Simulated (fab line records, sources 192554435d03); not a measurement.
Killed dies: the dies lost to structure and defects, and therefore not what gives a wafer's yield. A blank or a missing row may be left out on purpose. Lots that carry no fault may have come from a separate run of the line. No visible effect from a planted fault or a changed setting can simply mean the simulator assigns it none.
The tool behind it: which one?    flow n5Finfet    Sampling: 9 lots, 27 wafers, 6 of 1938 route steps

WHAT EACH GAUGE READ, for each wafer
N5_BEOL_M2_CD_MEAS_28: target cd 26.2 nm, target cd y 24.1 nm.
lot   measured      on        cdNm (nm)
L200  day 6 18:50   cdSem-03  25.95 26.38 26.23
L202  day 7 02:10   cdSem-02  26.12 26.52 26.47
L204  day 7 17:19   cdSem-02  26.10 25.91 26.23
L206  day 7 20:44   cdSem-03  26.03 26.42 26.17
L207  day 8 01:28   cdSem-02  26.20 26.18 26.40
L212  day 9 09:34   cdSem-01  26.39 26.41 26.18
L218  day 11 09:29  cdSem-02  25.94 25.93 26.07
L220  day 11 13:07  cdSem-03  23.63 23.30 23.67
L221  day 12 12:55  cdSem-02  24.60 24.49 24.60

N5_BEOL_M2_OVL_MEAS_29.
lot   measured      on          V1_OVL (nm)
L200  day 6 18:52   overlay-01  -0.9 -0.5 -0.3
L202  day 7 02:11   overlay-01  -0.4 -0.7 -0.5
L204  day 7 17:20   overlay-02  0.1 -0.8 -0.6
L206  day 7 20:46   overlay-01  -0.7 0.1 -0.6
L207  day 8 01:30   overlay-01  -0.2 -0.4 0.2
L212  day 9 09:35   overlay-02  -0.1 -0.3 -0.1
L218  day 11 09:32  overlay-02  0.4 -0.7 0.5
L220  day 11 13:08  overlay-01  -0.7 -1.6 -1.2
L221  day 12 12:56  overlay-01  -0.7 -0.9 -0.7

N5_BEOL_M2_INSPECT_30: inspects for defects (brightfield).
lot   measured      on                rawDefectCount
L200  day 6 18:55   defectInspect-02  439 515 440
L202  day 7 02:14   defectInspect-02  348 281 315
L204  day 7 17:24   defectInspect-01  546 534 583
L206  day 7 20:50   defectInspect-01  383 363 498
L207  day 8 01:33   defectInspect-01  459 521 475
L212  day 9 09:39   defectInspect-02  354 381 284
L218  day 11 09:34  defectInspect-01  622 406 531
L220  day 11 13:12  defectInspect-02  418 409 410
L221  day 12 13:00  defectInspect-02  472 343 323

N5_BEOL_M4_RC_MEAS_101.
lot   measured      on         CHAIN_V1 (ohm/link)  CHAIN_V1_max_site (ohm/link)  DIBL_N (mV/V)   DIBL_P (mV/V)   IOFF_N (nA/um)     IOFF_P (nA/um)  ION_N (uA/um)  ION_P (uA/um)  SS_N (mV/dec)   SS_P (mV/dec)   VT_N (mV)          VT_P (mV)
L200  day 7 22:36   prober-02  226 223 222          237 232 227                   37.7 35.5 36.2  38.4 36.8 37.6  0.178 0.155 0.157  0.22 0.20 0.20  671 675 679    462 464 464    72.2 71.2 70.8  73.5 72.9 72.7  250.2 251.4 250.2  -250 -251 -252
L202  day 8 05:44   prober-01  240 230 227          248 236 239                   37.3 38.7 36.8  38.3 39.4 37.6  0.181 0.208 0.167  0.23 0.24 0.21  680 684 674    469 464 459    72.1 72.1 72.4  73.3 73.8 73.3  247.3 244.2 247.0  -250 -249 -251
L204  day 8 21:00   prober-02  233 237 228          237 248 250                   37.3 35.2 36.6  39.6 37.1 38.4  0.204 0.160 0.183  0.26 0.22 0.24  698 669 676    473 459 461    72.3 71.4 71.8  73.9 73.7 73.5  245.0 249.5 247.5  -250 -248 -250
L206  day 8 23:57   prober-01  237 234 236          250 241 247                   36.8 38.0 37.1  35.8 36.4 36.3  0.182 0.195 0.185  0.28 0.28 0.29  676 683 681    470 467 471    71.2 72.1 71.8  73.6 74.5 73.5  250.4 247.6 247.4  -245 -242 -243
L207  day 9 03:59   prober-02  229 232 229          234 241 231                   34.6 35.2 36.4  33.9 35.1 36.3  0.136 0.148 0.181  0.20 0.22 0.25  661 678 688    466 468 482    70.7 71.2 71.6  73.5 73.2 73.9  250.5 251.3 246.8  -249 -247 -246
L212  day 10 11:17  prober-01  231 229 230          240 233 235                   34.6 34.1 36.6  32.7 32.2 35.1  0.127 0.117 0.156  0.18 0.17 0.21  661 660 678    454 453 460    71.4 71.3 71.4  72.3 72.0 73.0  255.9 255.5 250.3  -252 -253 -249
L218  day 12 19:10  prober-01  242 246 241          255 252 253                   33.6 34.9 34.4  34.5 36.2 35.3  0.101 0.126 0.112  0.16 0.18 0.17  653 663 657    455 460 457    70.5 71.2 70.8  73.0 72.9 72.4  258.6 253.7 257.3  -256 -254 -256
L221  day 13 12:59  prober-02  284 265 273          291 272 290                   37.2 35.7 36.0  36.8 34.9 34.9  0.152 0.127 0.134  0.20 0.18 0.18  674 669 681    464 462 464    71.7 71.3 71.2  72.6 72.5 72.6  251.9 253.1 253.8  -254 -254 -255

WHAT TOOL EACH LOT RAN ON (gives the tool, then ch and the chambers of the sampled wafers, and finally the start)
lot   N5_BEOL_M2_ETCH_64                 N5_BEOL_M2_EXPOSE_25
L200  rieDiel-03 ch 0,1, day 6 18:05     euvScanner-02 ch 0, day 6 18:41
L202  rieDiel-02 ch 0,1,2, day 7 01:21   euvScanner-01 ch 0, day 7 02:01
L204  rieDiel-03 ch 1,2, day 7 16:33     euvScanner-01 ch 0, day 7 17:10
L206  rieDiel-03 ch 0,1,3, day 7 20:04   euvScanner-01 ch 0, day 7 20:35
L207  rieDiel-03 ch 1,2,3, day 8 00:39   euvScanner-01 ch 0, day 8 01:20
L212  rieDiel-03 ch 0,2, day 9 08:53     euvScanner-01 ch 0, day 9 09:25
L218  rieDiel-02 ch 0,2,3, day 11 08:52  euvScanner-02 ch 0, day 11 09:22
L220  rieDiel-01 ch 0,1, day 11 12:26    euvScanner-02 ch 0, day 11 12:58
L221  rieDiel-02 ch 2,3, day 12 12:14    euvScanner-02 ch 0, day 12 12:46
- N5_BEOL_M2_ETCH_64: etches SOC in N2/H2, target depth 75 nm, overetch 22.5 nm, time 121.9 s.
- N5_BEOL_M2_EXPOSE_25: exposes mask V1, defocus 5 nm.

AS READ BY THE TOOLS THEMSELVES (means over the sampled wafers that have a number; for cases with no such wafer, the mark the record gives instead)
N5_BEOL_M2_ETCH_64.
lot   tool        biasW (W)  drypumpMotorCurrentA (A)  n2FlowSccm (sccm)  oesProductAu (a.u.)  rfVppV (V)  showerheadPlenumPTorr (Torr)  throttleValvePct (%)
L200  rieDiel-03  149.8      6.1                       199.4              0.53                 524.3       2.55                          17.72
L202  rieDiel-02  150.3      5.3                       199.9              0.63                 522.4       2.53                          17.72
L204  rieDiel-03  150.2      6.0                       200.1              0.55                 524.8       2.57                          17.74
L206  rieDiel-03  150.1      6.1                       200.2              0.54                 524.3       2.55                          17.90
L207  rieDiel-03  149.3      6.2                       199.4              0.54                 522.3       2.52                          17.91
L212  rieDiel-03  150.3      6.4                       199.5              0.61                 520.3       2.45                          17.59
L218  rieDiel-02  149.6      5.7                       199.4              0.62                 524.2       2.56                          17.75
L220  rieDiel-01  150.0      6.1                       199.9              0.66                 524.6       2.56                          17.42
L221  rieDiel-02  149.9      5.7                       200.3              0.63                 524.8       2.57                          17.90

N5_BEOL_M2_EXPOSE_25.
lot   tool           exposureDoseMJCm2  reticleTempC (C)
L200  euvScanner-02  62.79              23.03
L202  euvScanner-01  62.89              22.91
L204  euvScanner-01  62.96              23.05
L206  euvScanner-01  63.01              23.14
L207  euvScanner-01  63.05              22.90
L212  euvScanner-01  62.99              23.02
L218  euvScanner-02  62.79              22.91
L220  euvScanner-02  54.88              22.82
L221  euvScanner-02  57.66              23.00

THE ANSWER, worked out from the rows above alone
Rule: usual is defined by the lots themselves. The widest of any qualifying gaps counts: lots, ordered by their means at a reading, are off when they make up no more than a third of the lots, leave a main group of 4 or more, and stand apart from it by 3 or more times the standard deviation of that group's means. A main group whose means are all the same, to the digits that the tables above print for the reading, isn't used. A lot without any number at a reading at which 4 lots or more have one is off too. All remaining lots with rows at the step are treated as sound. After the gauges, taken in route order, come the tools' own readings; for these a lot's mean is taken, as printed above. The first step at which some lot is off is used, and at that step the reading that is off furthest; a lot without a number counts as furthest.
Off at N5_BEOL_M2_CD_MEAS_28 (cdNm): L220, L221. The main group has a mean of 26.20 nm with a standard deviation of 0.13.
If a tool, at a process step before that reading, ran all the lots that are off and no sound lot after the first of them, it fits. The gauges at N5_BEOL_M2_CD_MEAS_28 aren't tried: what is off there is off at N5_BEOL_M2_EXPOSE_25 too, on other tools, and a gauge's error can't cause that. One candidate fits, namely euvScanner-02 at N5_BEOL_M2_EXPOSE_25. Its last sound lot is L218 (day 11 09:22), its first lot that is off L220 (day 11 12:58): a fault that began between those two fits.
The tool's own readings at N5_BEOL_M2_EXPOSE_25 bear it out: on the lots that are off they differ by more than 5 times the standard deviation of the sound lots' means. exposureDoseMJCm2 reads 56.27 there against 62.93 on the sound lots.

WHAT WAS PUT IN BY THE SIMULATOR
Drift in process parameters on euvScanner-02 at N5_BEOL_M2_EXPOSE_25, starting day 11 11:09. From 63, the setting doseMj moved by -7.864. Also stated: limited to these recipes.
Lots struck among those shown: L220, L221. The same result came from the rule above.
